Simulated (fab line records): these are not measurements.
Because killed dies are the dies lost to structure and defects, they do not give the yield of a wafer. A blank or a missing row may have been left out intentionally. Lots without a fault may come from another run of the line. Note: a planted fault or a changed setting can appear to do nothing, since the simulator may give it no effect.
Matching of chambers	flow nand harc	NHARC_A_M1_ETCH_15 on rie diel-06 has 4 sister chambers
The step etches the open film in C4F8/Ar, target depth 182.5 nm, time 91.2 s. 4 wafers are shown with their chamber, then 9 later ones without.

WAFERS WITH THEIR CHAMBER
wafer	chamber	rf vpp V (V)
L245.4	3	439.0
L247.1	0	440.9
L247.4	1	440.6
L247.5	2	442.6

WAFERS WHOSE CHAMBER IS MISSING
wafer	rf vpp V (V)
L250.4	443.4
L250.5	440.8
L250.6	442.8
L252.4	441.7
L252.5	442.2
L252.6	437.9
L253.3	441.7
L253.4	443.2
L253.5	440.0

WHICH CHAMBER EACH ONE RAN IN
wafer	from the rows above	in truth
L250.4	2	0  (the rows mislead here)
L250.5	can't be placed: 0 or 1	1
L250.6	2	2
L252.4	can't be placed: 0 or 2 or 1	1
L252.5	can't be placed: 2 or 0 or 1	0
L252.6	3	3
L253.3	can't be placed: 0 or 2 or 1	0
L253.4	2	2
L253.5	can't be placed: 1 or 0 or 3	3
Correct placement for 3 of the 9. From these rows, 5 cannot be placed; in 5 the true chamber is one of the candidates. Number placed wrongly: 1.
How it was worked out, from the rows above alone: a wafer's distance from a chamber is the root of the sum, over the readings, of the square of ((its reading less the chamber's mean) divided by the reading's scatter). If the next closest chamber is less than 2 further off than the closest, the wafer can't be placed; otherwise it belongs to the closest. For every chamber, the mean is computed from those of its wafers that are shown. The scatter (one wafer shown for each chamber): square how far every hidden wafer sits from the nearest shown wafer, average those squares and take the square root.
